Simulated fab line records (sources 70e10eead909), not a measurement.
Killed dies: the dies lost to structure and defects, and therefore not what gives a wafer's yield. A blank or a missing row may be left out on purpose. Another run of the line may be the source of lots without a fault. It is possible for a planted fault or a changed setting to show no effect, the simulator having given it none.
Chamber matching ; flow nand-harc ; cmp-01 running NHARC_A_CONTACT_CMP_20: 4 sister chambers
The step polishes, t overpolish 30 s, target thk 300 nm. 8 wafers are shown with their chamber, then 9 later ones without.

## EACH WAFER AND ITS CHAMBER
wafer;chamber;motor-current-A (A);time-to-endpoint-s (s)
L074.3;1;14.2;65.6
L074.4;0;10.5;63.2
L074.6;0;10.7;62.3
L082.4;1;14.3;65.4
L083.5;2;13.5;57.1
L084.4;3;13.2;60.4
L084.5;2;13.7;59.3
L084.6;3;13.6;61.6

## WAFERS MISSING THEIR CHAMBER
wafer;motor-current-A (A);time-to-endpoint-s (s)
L093.1;14.4;63.0
L093.2;14.4;61.2
L093.6;10.5;58.7
L095.2;10.8;59.7
L095.3;14.3;61.3
L095.4;13.4;60.4
L097.1;13.9;60.0
L097.5;14.0;56.9
L097.6;13.3;62.0

## WHICH CHAMBER EACH WENT THROUGH
wafer;from the rows above;in truth
L093.1;1;1
L093.2;can't be placed: 1 or 2 or 3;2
L093.6;0;0
L095.2;0;0
L095.3;can't be placed: 1 or 3 or 2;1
L095.4;can't be placed: 3 or 2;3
L097.1;can't be placed: 2 or 3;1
L097.5;2;2
L097.6;3;3
Placed correctly: 5 of 9. Cannot be placed on the basis of these rows: 4; the candidates contain the true chamber in 3. Wrongly placed: 0.
How it was worked out, from the rows above alone: a wafer's distance from a chamber is the root of the sum, over the readings, of the square of ((its reading less the chamber's mean) divided by the reading's scatter). If the next closest chamber is less than 2 further off than the closest, the wafer can't be placed; otherwise it belongs to the closest. Each chamber's mean is taken over the wafers shown for it. The scatter is the square root of a quotient: the sum, over the shown wafers, of each reading's squared deviation from its chamber's mean, divided by wafers minus chambers.
